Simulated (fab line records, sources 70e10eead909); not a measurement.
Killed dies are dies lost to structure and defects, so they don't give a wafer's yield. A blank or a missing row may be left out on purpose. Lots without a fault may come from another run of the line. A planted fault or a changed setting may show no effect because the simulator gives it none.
Which tool did it? | flow nand_harc | 24 lots, 72 wafers sampled, at 6 steps of a route of 1302

WHAT THE GAUGES READ, wafer by wafer
The record holds no reading of a measuring or inspecting step that can be judged against a usual standard deviation.

WHICH TOOL RAN EACH LOT (tool, then ch and the chambers of the sampled wafers, then the start)
lot  | NHARC_A_STAIRCASE_ETCH_292         | NHARC_A_STAIRCASE_ETCHBACK_416                | NHARC_A_SGD_CUT_ETCH_15                       | NHARC_A_WL_FILL_ALD_00           | NHARC_A_WL_FILL_CVD_03        | NHARC_A_WL_FILL_STRIP_29
L074 | rie_diel-11 ch 1,2,3, day 16 14:30 | rie_diel-11 ch 1,2,3, day 17 01:56            | rie_diel-03 ch 0,2,3, day 19 22:47 or earlier | ald_hk-04 ch 0,1,3, day 19 22:47 | cvd_w-01 ch 0,1, day 19 23:40 | rie_diel-12 ch 0,1,2, day 20 10:41
L075 | rie_diel-11 ch 0,1,3, day 17 06:04 | rie_diel-13 ch 0,2, day 20 20:07 or earlier   | rie_diel-06 ch 0,1,3, day 20 20:07 or earlier | ald_hk-04 ch 0,3, day 20 20:07   | cvd_w-02 ch 0,1, day 20 21:05 | rie_diel-04 ch 1,2,3, day 21 11:13
L077 | rie_diel-13 ch 0,1,2, day 18 04:39 | rie_diel-13 ch 0,1,3, day 21 09:08 or earlier | rie_diel-06 ch 1,2,3, day 21 09:08 or earlier | ald_hk-03 ch 0,1,2, day 21 09:08 | cvd_w-02 ch 0, day 21 10:02   | rie_diel-12 ch 0,1,3, day 21 20:50
L076 | rie_diel-02 ch 0,1,2, day 18 05:23 | rie_diel-13 ch 0,1, day 21 09:10 or earlier   | rie_diel-06 ch 0,1,2, day 21 09:10 or earlier | ald_hk-04 ch 0,1,2, day 21 09:10 | cvd_w-01 ch 0,1, day 21 10:05 | rie_diel-04 ch 0,1,2, day 21 20:55
L078 | rie_diel-13 ch 0,1,2, day 18 15:19 | rie_diel-02 ch 0,1,3, day 21 23:09 or earlier | rie_diel-06 ch 0,3, day 21 23:09 or earlier   | ald_hk-04 ch 1,2, day 21 23:09   | cvd_w-01 ch 0,1, day 22 00:19 | rie_diel-12 ch 0,1,3, day 22 11:08
L079 | rie_diel-11 ch 0,2, day 19 00:18   | rie_diel-02 ch 0,3, day 22 16:23 or earlier   | rie_diel-01 ch 0,2, day 22 16:23 or earlier   | ald_hk-04 ch 0,1,2, day 22 16:23 | cvd_w-02 ch 0,1, day 22 17:19 | rie_diel-12 ch 1,2,3, day 23 05:16
L080 | rie_diel-13 ch 0,2, day 19 14:02   | rie_diel-13 ch 0,1,3, day 22 21:02 or earlier | rie_diel-06 ch 1,3, day 22 21:02 or earlier   | ald_hk-02 ch 0,1,3, day 22 21:02 | cvd_w-01 ch 0,1, day 22 22:07 | rie_diel-10 ch 0,1, day 23 13:05
L081 | rie_diel-13 ch 0,2,3, day 19 15:58 | rie_diel-13 ch 0,2,3, day 22 21:04 or earlier | rie_diel-03 ch 1,2, day 22 21:04 or earlier   | ald_hk-03 ch 1,2, day 22 21:04   | cvd_w-02 ch 0, day 22 22:09   | rie_diel-12 ch 0,2, day 23 10:49
L083 | rie_diel-11 ch 1,2,3, day 20 03:42 | rie_diel-13 ch 1,2, day 23 09:14 or earlier   | rie_diel-03 ch 1,2,3, day 23 09:14 or earlier | ald_hk-04 ch 0,1,3, day 23 09:14 | cvd_w-02 ch 0,1, day 23 10:13 | rie_diel-12 ch 0,1,2, day 23 23:26
L082 | rie_diel-13 ch 0,1, day 20 05:03   | rie_diel-11 ch 1,2,3, day 23 09:02 or earlier | rie_diel-06 ch 0,1,2, day 23 09:02 or earlier | ald_hk-03 ch 0,3, day 23 09:02   | cvd_w-01 ch 0,1, day 23 10:02 | rie_diel-10 ch 0,1,2, day 23 23:23
L084 | rie_diel-13 ch 0,1,2, day 20 20:16 | rie_diel-13 ch 0,1,2, day 24 04:16 or earlier | rie_diel-01 ch 0,3, day 24 04:16 or earlier   | ald_hk-02 ch 0,3, day 24 04:16   | cvd_w-02 ch 0,1, day 24 05:24 | rie_diel-10 ch 1,2, day 24 19:07
L085 | rie_diel-02 ch 0,1,3, day 21 04:19 | rie_diel-13 ch 0,1,2, day 24 10:50 or earlier | rie_diel-01 ch 0,1,3, day 24 10:50 or earlier | ald_hk-04 ch 2,3, day 24 10:50   | cvd_w-01 ch 0,1, day 24 11:48 | rie_diel-10 ch 1,2, day 25 01:32
L086 | rie_diel-11 ch 1,2,3, day 21 20:24 | rie_diel-11 ch 0,2,3, day 25 13:59 or earlier | rie_diel-06 ch 0,2,3, day 25 13:59 or earlier | ald_hk-02 ch 2,3, day 25 13:59   | cvd_w-02 ch 0,1, day 25 14:57 | rie_diel-12 ch 1,3, day 26 01:43
L087 | rie_diel-11 ch 2,3, day 22 11:51   | rie_diel-02 ch 1,2,3, day 25 22:38 or earlier | rie_diel-01 ch 1,3, day 25 22:38 or earlier   | ald_hk-03 ch 1,2,3, day 25 22:38 | cvd_w-02 ch 0,1, day 25 23:33 | rie_diel-10 ch 2,3, day 26 12:56
L088 | rie_diel-11 ch 1,2,3, day 23 03:05 | rie_diel-13 ch 1,2,3, day 26 10:19 or earlier | rie_diel-06 ch 0,1,3, day 26 10:19 or earlier | ald_hk-04 ch 0,1,3, day 26 10:19 | cvd_w-01 ch 0,1, day 26 11:17 | rie_diel-10 ch 0,2,3, day 27 00:49
L089 | rie_diel-13 ch 0,2, day 23 04:25   | rie_diel-11 ch 0,1,2, day 26 10:32 or earlier | rie_diel-03 ch 0,1,3, day 26 10:32 or earlier | ald_hk-04 ch 0,1,3, day 26 10:32 | cvd_w-02 ch 0,1, day 26 11:26 | rie_diel-04 ch 0,2,3, day 27 00:50
L090 | rie_diel-02 ch 0,1,3, day 23 13:22 | rie_diel-13 ch 0,1,2, day 26 22:28 or earlier | rie_diel-06 ch 1,2,3, day 26 22:28 or earlier | ald_hk-04 ch 1,2, day 26 22:28   | cvd_w-01 ch 0,1, day 26 23:26 | rie_diel-04 ch 0,2, day 27 10:18
L091 | rie_diel-11 ch 1,2,3, day 23 15:04 | rie_diel-13 ch 0,1,2, day 26 22:18 or earlier | rie_diel-01 ch 0,1,2, day 26 22:18 or earlier | ald_hk-04 ch 0,2,3, day 26 22:18 | cvd_w-02 ch 0,1, day 26 23:13 | rie_diel-10 ch 1,2,3, day 27 10:12
L092 | rie_diel-11 ch 0,2,3, day 25 00:19 | rie_diel-11 ch 0,1, day 28 17:59 or earlier   | rie_diel-01 ch 0,2, day 28 17:59 or earlier   | ald_hk-04 ch 0,1,3, day 28 17:59 | cvd_w-01 ch 0,1, day 28 18:55 | rie_diel-04 ch 0,1,2, day 29 06:33
L094 | rie_diel-02 ch 1,2, day 25 04:32   | rie_diel-02 ch 0,2, day 25 18:34              | rie_diel-01 ch 1,2,3, day 29 01:23 or earlier | ald_hk-02 ch 0,1, day 29 01:23   | cvd_w-01 ch 0,1, day 29 02:31 | rie_diel-04 ch 0,2,3, day 29 13:17
L093 | rie_diel-02 ch 1,3, day 25 06:25   | rie_diel-02 ch 0,2,3, day 28 17:53 or earlier | rie_diel-06 ch 2,3, day 28 17:53 or earlier   | ald_hk-04 ch 1,2,3, day 28 17:53 | cvd_w-02 ch 0,1, day 28 18:45 | rie_diel-04 ch 0,2,3, day 29 09:31
L095 | rie_diel-02 ch 1,3, day 25 23:02   | rie_diel-02 ch 2,3, day 29 10:38 or earlier   | rie_diel-03 ch 0,3, day 29 10:38 or earlier   | ald_hk-02 ch 0,1, day 29 10:38   | cvd_w-01 ch 0, day 29 11:49   | rie_diel-12 ch 1,2, day 29 22:52
L096 | rie_diel-02 ch 1,2,3, day 26 09:14 | rie_diel-11 ch 0,1,2, day 30 02:16 or earlier | rie_diel-03 ch 0,3, day 30 02:16 or earlier   | ald_hk-02 ch 0,1,2, day 30 02:16 | cvd_w-02 ch 0,1, day 30 03:11 | rie_diel-10 ch 0,1, day 30 15:36
L097 | rie_diel-02 ch 0,1,2, day 26 13:35 | rie_diel-02 ch 1,2,3, day 27 00:26            | rie_diel-01 ch 0,1,2, day 30 07:34 or earlier | ald_hk-03 ch 1,2,3, day 30 07:34 | cvd_w-02 ch 1, day 30 08:31   | rie_diel-12 ch 0,2, day 30 18:55
- NHARC_A_STAIRCASE_ETCH_292: etches the open film in CF4/CHF3.
- NHARC_A_STAIRCASE_ETCHBACK_416: etches the open film in C4F8/O2/Ar, target depth 36 nm, time 7.2 s.
- NHARC_A_SGD_CUT_ETCH_15: etches the open film in CH3F/O2, target depth 75 nm, time 64.3 s.
- NHARC_A_WL_FILL_ALD_00: deposits Al2O3, target thk 3 nm, pulse time 3 s, ald cycles 30.
- NHARC_A_WL_FILL_CVD_03: deposits W, target thk 40 nm, time 279 s.
- NHARC_A_WL_FILL_STRIP_29: strips in O2, time 20 s.

WHAT THE TOOLS THEMSELVES READ (means of the sampled wafers that have a number; where no wafer has one, the mark that the record gives instead)
NHARC_A_STAIRCASE_ETCH_292. Usual: drypump_motor_current_A 5.8 A, standard deviation 0.51; oes_product_au 0.938 a.u., standard deviation 0.023; rf_vpp_V 370.0 V, standard deviation 1.8; showerhead_plenum_p_Torr 1.56 Torr, standard deviation 0.045; throttle_valve_pct 16.802 %, standard deviation 0.0091.
lot  | tool        | drypump_motor_current_A (A) | oes_product_au (a.u.) | rf_vpp_V (V) | showerhead_plenum_p_Torr (Torr) | throttle_valve_pct (%) | flag
L074 | rie_diel-11 | 5.8                         | 0.949                 | 369.8        | 1.56                            | 16.802                 |
L075 | rie_diel-11 | 6.1                         | 0.926                 | 368.8        | 1.53                            | 16.792                 |
L077 | rie_diel-13 | 5.4                         | 0.918                 | 370.9        | 1.57                            | 16.799                 |
L076 | rie_diel-02 | 5.9                         | 0.963                 | 369.4        | 1.58                            | 16.813                 |
L078 | rie_diel-13 | 5.4                         | 0.917                 | 370.5        | 1.57                            | 16.803                 |
L079 | rie_diel-11 | 5.9                         | 0.948                 | 371.0        | 1.57                            | 16.802                 |
L080 | rie_diel-13 | 5.2                         | 0.932                 | 370.6        | 1.59                            | 16.808                 |
L081 | rie_diel-13 | 5.6                         | 0.929                 | 371.6        | 1.60                            | 16.805                 |
L083 | rie_diel-11 | 5.8                         | 0.964                 | 370.0        | 1.55                            | 16.809                 |
L082 | rie_diel-13 | 5.6                         | 0.914                 | 369.9        | 1.55                            | 16.801                 |
L084 | rie_diel-13 | 5.4                         | 0.971                 | 369.5        | 1.57                            | 16.800                 |
L085 | rie_diel-02 | 5.5                         | 0.920                 | 370.3        | 1.57                            | 16.795                 |
L086 | rie_diel-11 | 5.8                         | 0.915                 | 370.0        | 1.55                            | 16.799                 |
L087 | rie_diel-11 | 5.8                         | 0.913                 | 370.8        | 1.55                            | 16.795                 |
L088 | rie_diel-11 | 5.8                         | 0.915                 | 369.5        | 1.54                            | 16.800                 |
L089 | rie_diel-13 | 5.4                         | 0.961                 | 371.2        | 1.60                            | 16.802                 |
L090 | rie_diel-02 | 5.5                         | 0.922                 | 371.0        | 1.57                            | 16.809                 |
L091 | rie_diel-11 | 5.8                         | 0.911                 | 368.9        | 1.54                            | 16.796                 |
L092 | rie_diel-11 | 6.0                         | 0.940                 | 368.2        | 1.52                            | 16.806                 |
L094 | rie_diel-02 | 6.3                         | 0.960                 | 370.1        | 1.57                            | 16.802                 |
L093 | rie_diel-02 | 5.6                         | 0.972                 | 369.4        | 1.55                            | 16.798                 |
L095 | rie_diel-02 | 5.6                         | 0.978                 | 370.3        | 1.55                            | 16.796                 |
L096 | rie_diel-02 | 5.9                         | 0.935                 | 370.1        | 1.55                            | 16.802                 |
L097 | rie_diel-02 | 5.9                         | 0.934                 | 370.1        | 1.57                            | 16.800                 |

NHARC_A_STAIRCASE_ETCHBACK_416. Usual: oes_product_au 0.932 a.u., standard deviation 0.024; rf_vpp_V 722 V, standard deviation 3.2.
lot  | tool        | oes_product_au (a.u.) | rf_vpp_V (V) | flag
L074 | rie_diel-11 | 0.929                 | 722          |
L075 | rie_diel-13 | 0.925                 | 726          |
L077 | rie_diel-13 | 0.922                 | 724          |
L076 | rie_diel-13 | 0.917                 | 721          |
L078 | rie_diel-02 | 0.928                 | 724          |
L079 | rie_diel-02 | 0.930                 | 722          |
L080 | rie_diel-13 | 0.920                 | 724          |
L081 | rie_diel-13 | 0.923                 | 725          |
L083 | rie_diel-13 | 0.933                 | 722          |
L082 | rie_diel-11 | 0.962                 | 721          |
L084 | rie_diel-13 | 0.921                 | 722          |
L085 | rie_diel-13 | 0.929                 | 723          |
L086 | rie_diel-11 | 0.918                 | 720          |
L087 | rie_diel-02 | 0.916                 | 722          |
L088 | rie_diel-13 | 0.996                 | 721          |
L089 | rie_diel-11 | 0.907                 | 722          |
L090 | rie_diel-13 | 0.916                 | 723          |
L091 | rie_diel-13 | 0.925                 | 722          |
L092 | rie_diel-11 | 0.922                 | 720          |
L094 | rie_diel-02 | 0.931                 | 721          |
L093 | rie_diel-02 | 0.928                 | 721          |
L095 | rie_diel-02 | 0.940                 | 719          |
L096 | rie_diel-11 | 1.003                 | 722          |
L097 | rie_diel-02 | 0.935                 | 722          |

NHARC_A_SGD_CUT_ETCH_15. Usual: drypump_motor_current_A 5.5 A, standard deviation 0.44; oes_product_au 0.957 a.u., standard deviation 0.018; rf_vpp_V 264.4 V, standard deviation 1.9; showerhead_plenum_p_Torr 2.49 Torr, standard deviation 0.11; throttle_valve_pct 20.663 %, standard deviation 0.01.
lot  | tool        | drypump_motor_current_A (A) | oes_product_au (a.u.) | rf_vpp_V (V) | showerhead_plenum_p_Torr (Torr) | throttle_valve_pct (%) | flag
L074 | rie_diel-03 | 5.7                         | 0.965                 | 264.7        | 2.52                            | 20.661                 |
L075 | rie_diel-06 | 5.7                         | 0.958                 | 264.4        | 2.45                            | 20.664                 |
L077 | rie_diel-06 | 5.6                         | 0.934                 | 264.7        | 2.52                            | 20.655                 |
L076 | rie_diel-06 | 5.4                         | 0.935                 | 265.3        | 2.51                            | 20.660                 |
L078 | rie_diel-06 | 5.7                         | 0.957                 | 263.3        | 2.42                            | 20.671                 |
L079 | rie_diel-01 | 5.5                         | 0.942                 | 264.2        | 2.43                            | 20.666                 |
L080 | rie_diel-06 | 5.8                         | 0.964                 | 263.7        | 2.50                            | 20.661                 |
L081 | rie_diel-03 | 6.0                         | 0.945                 | 263.6        | 2.41                            | 20.662                 |
L083 | rie_diel-03 | 6.0                         | 0.981                 | 265.3        | 2.51                            | 20.653                 |
L082 | rie_diel-06 | 5.4                         | 0.966                 | 264.5        | 2.51                            | 20.663                 |
L084 | rie_diel-01 | 5.0                         | 0.975                 | 265.5        | 2.59                            | 20.659                 |
L085 | rie_diel-01 | 5.0                         | 0.924                 | 265.5        | 2.57                            | 20.671                 |
L086 | rie_diel-06 | 5.4                         | 0.962                 | 264.6        | 2.47                            | 20.658                 |
L087 | rie_diel-01 | 4.8                         | 0.986                 | 265.9        | 2.62                            | 20.653                 |
L088 | rie_diel-06 | 5.7                         | 0.972                 | 263.1        | 2.45                            | 20.670                 |
L089 | rie_diel-03 | 5.8                         | 0.968                 | 263.0        | 2.43                            | 20.660                 |
L090 | rie_diel-06 | 5.6                         | 0.973                 | 264.9        | 2.52                            | 20.677                 |
L091 | rie_diel-01 | 5.4                         | 0.942                 | 264.2        | 2.46                            | 20.657                 |
L092 | rie_diel-01 | 5.5                         | 0.960                 | 262.6        | 2.43                            | 20.663                 |
L094 | rie_diel-01 | 5.2                         | 0.925                 | 263.9        | 2.51                            | 20.668                 |
L093 | rie_diel-06 | 5.7                         | 0.957                 | 264.5        | 2.48                            | 20.661                 |
L095 | rie_diel-03 | 5.8                         | 0.971                 | 264.5        | 2.53                            | 20.669                 |
L096 | rie_diel-03 | 5.4                         | 0.950                 | 263.1        | 2.43                            | 20.652                 |
L097 | rie_diel-01 | 5.4                         | 0.960                 | 264.0        | 2.46                            | 20.670                 |

NHARC_A_WL_FILL_ALD_00. Usual: heater_power_w 467 W, standard deviation 33; precursor_pulse_height_rel 1.001, standard deviation 0.019.
lot  | tool      | heater_power_w (W) | precursor_pulse_height_rel | flag
L074 | ald_hk-04 | 454                | 0.996                      |
L075 | ald_hk-04 | 478                | 1.004                      |
L077 | ald_hk-03 | 461                | 0.995                      |
L076 | ald_hk-04 | 456                | 0.993                      |
L078 | ald_hk-04 | 435                | 1.015                      |
L079 | ald_hk-04 | 457                | 0.983                      |
L080 | ald_hk-02 | 447                | 0.991                      |
L081 | ald_hk-03 | 466                | 1.007                      |
L083 | ald_hk-04 | 467                | 1.003                      |
L082 | ald_hk-03 | 515                | 1.012                      |
L084 | ald_hk-02 | 479                | 0.993                      |
L085 | ald_hk-04 | 438                | 0.998                      |
L086 | ald_hk-02 | 489                | 0.996                      |
L087 | ald_hk-03 | 466                | 0.994                      |
L088 | ald_hk-04 | 462                | 0.988                      |
L089 | ald_hk-04 | 470                | 1.008                      |
L090 | ald_hk-04 | 429                | 1.006                      |
L091 | ald_hk-04 | 458                | 0.986                      |
L092 | ald_hk-04 | 473                | 0.982                      |
L094 | ald_hk-02 | 467                | 1.000                      |
L093 | ald_hk-04 | 450                | 1.009                      |
L095 | ald_hk-02 | 440                | 0.995                      |
L096 | ald_hk-02 | 478                | 1.006                      |
L097 | ald_hk-03 | 475                | 1.000                      |

NHARC_A_WL_FILL_CVD_03. Usual: heater_power_w 473 W, standard deviation 20; mfc_h2_sccm 1600 sccm, standard deviation 4.8; throttle_valve_pct 8.2 %, standard deviation 0.37.
lot  | tool     | heater_power_w (W) | mfc_h2_sccm (sccm) | throttle_valve_pct (%) | flag
L074 | cvd_w-01 | 481                | 1596               | 7.9                    |
L075 | cvd_w-02 | 453                | 1596               | 8.3                    |
L077 | cvd_w-02 | 454                | 1595               | 8.5                    |
L076 | cvd_w-01 | 478                | 1595               | 8.0                    |
L078 | cvd_w-01 | 479                | 1598               | 7.8                    |
L079 | cvd_w-02 | 457                | 1604               | 8.5                    |
L080 | cvd_w-01 | 478                | 1599               | 7.8                    |
L081 | cvd_w-02 | 456                | 1598               | 8.6                    |
L083 | cvd_w-02 | 458                | 1600               | 8.5                    |
L082 | cvd_w-01 | 482                | 1601               | 7.7                    |
L084 | cvd_w-02 | 457                | 1603               | 8.6                    |
L085 | cvd_w-01 | 482                | 1597               | 7.8                    |
L086 | cvd_w-02 | 461                | 1602               | 8.6                    |
L087 | cvd_w-02 | 456                | 1603               | 8.5                    |
L088 | cvd_w-01 | 489                | 1604               | 7.8                    |
L089 | cvd_w-02 | 455                | 1602               | 8.5                    |
L090 | cvd_w-01 | 489                | 1604               | 7.8                    |
L091 | cvd_w-02 | 459                | 1607               | 8.6                    |
L092 | cvd_w-01 | 483                | 1594               | 7.9                    |
L094 | cvd_w-01 | 491                | 1600               | 7.8                    |
L093 | cvd_w-02 | 500                | 1598               | 8.5                    |
L095 | cvd_w-01 | 480                | 1599               | 8.0                    |
L096 | cvd_w-02 | 504                | 1601               | 8.7                    |
L097 | cvd_w-02 | 521                | 1597               | 8.7                    |

NHARC_A_WL_FILL_STRIP_29. Usual: drypump_motor_current_A 5.7 A, standard deviation 0.48; oes_product_au 1.002 a.u., standard deviation 0.0084; rf_vpp_V 58.0 V, standard deviation 0.87; showerhead_plenum_p_Torr 3.60 Torr, standard deviation 0.14; throttle_valve_pct 17.037 %, standard deviation 0.0094.
lot  | tool        | drypump_motor_current_A (A) | oes_product_au (a.u.) | rf_vpp_V (V) | showerhead_plenum_p_Torr (Torr) | throttle_valve_pct (%) | flag
L074 | rie_diel-12 | 5.6                         | 0.996                 | 57.9         | 3.54                            | 17.041                 |
L075 | rie_diel-04 | 5.5                         | 0.997                 | 57.7         | 3.68                            | 17.033                 |
L077 | rie_diel-12 | 6.0                         | 1.006                 | 58.3         | 3.56                            | 17.038                 |
L076 | rie_diel-04 | 5.8                         | 0.994                 | 57.8         | 3.68                            | 17.029                 |
L078 | rie_diel-12 | 6.0                         | 1.005                 | 58.5         | 3.56                            | 17.034                 |
L079 | rie_diel-12 | 6.1                         | 0.997                 | 58.2         | 3.50                            | 17.028                 |
L080 | rie_diel-10 | 5.4                         | 1.004                 | 58.0         | 3.72                            | 17.029                 |
L081 | rie_diel-12 | 5.4                         | 1.009                 | 58.2         | 3.47                            | 17.036                 |
L083 | rie_diel-12 | 5.6                         | 1.004                 | 58.1         | 3.54                            | 17.043                 |
L082 | rie_diel-10 | 5.6                         | 1.011                 | 58.2         | 3.65                            | 17.042                 |
L084 | rie_diel-10 | 5.2                         | 1.005                 | 58.8         | 3.63                            | 17.042                 |
L085 | rie_diel-10 | 5.4                         | 1.010                 | 57.3         | 3.55                            | 17.036                 |
L086 | rie_diel-12 | 6.5                         | 0.996                 | 57.2         | 3.52                            | 17.040                 |
L087 | rie_diel-10 | 5.8                         | 1.004                 | 57.3         | 3.45                            | 17.053                 |
L088 | rie_diel-10 | 6.0                         | 1.015                 | 58.5         | 3.54                            | 17.034                 |
L089 | rie_diel-04 | 5.8                         | 0.995                 | 58.1         | 3.74                            | 17.043                 |
L090 | rie_diel-04 | 5.9                         | 0.991                 | 57.5         | 3.71                            | 17.027                 |
L091 | rie_diel-10 | 5.6                         | 1.010                 | 57.4         | 3.52                            | 17.034                 |
L092 | rie_diel-04 | 5.7                         | 0.994                 | 57.8         | 3.68                            | 17.036                 |
L094 | rie_diel-04 | 5.8                         | 0.999                 | 58.7         | 3.74                            | 17.037                 |
L093 | rie_diel-04 | 5.8                         | 0.995                 | 59.0         | 3.74                            | 17.029                 |
L095 | rie_diel-12 | 5.7                         | 1.006                 | 58.3         | 3.48                            | 17.044                 |
L096 | rie_diel-10 | 5.8                         | 1.005                 | 58.2         | 3.74                            | 17.041                 |
L097 | rie_diel-12 | 5.4                         | 1.003                 | 57.4         | 3.47                            | 17.035                 |

THE ANSWER, worked out from the rows above alone
Rule: a lot is off if the mean of its wafers that have a number lies more than 3 standard deviations from the usual mean. A lot without any number at a reading at which 4 lots or more have one is off too. The other lots that the step has rows for count as sound. The gauges are gone through in route order, then the tools' own readings, and for those a lot's mean is taken as printed above. The first step at which some lot is off is used, and at that step the reading that is off furthest; a lot without a number counts as furthest.
No lot is off at any reading shown: from this, nothing can be told.

WHAT THE SIMULATOR HAD PUT IN
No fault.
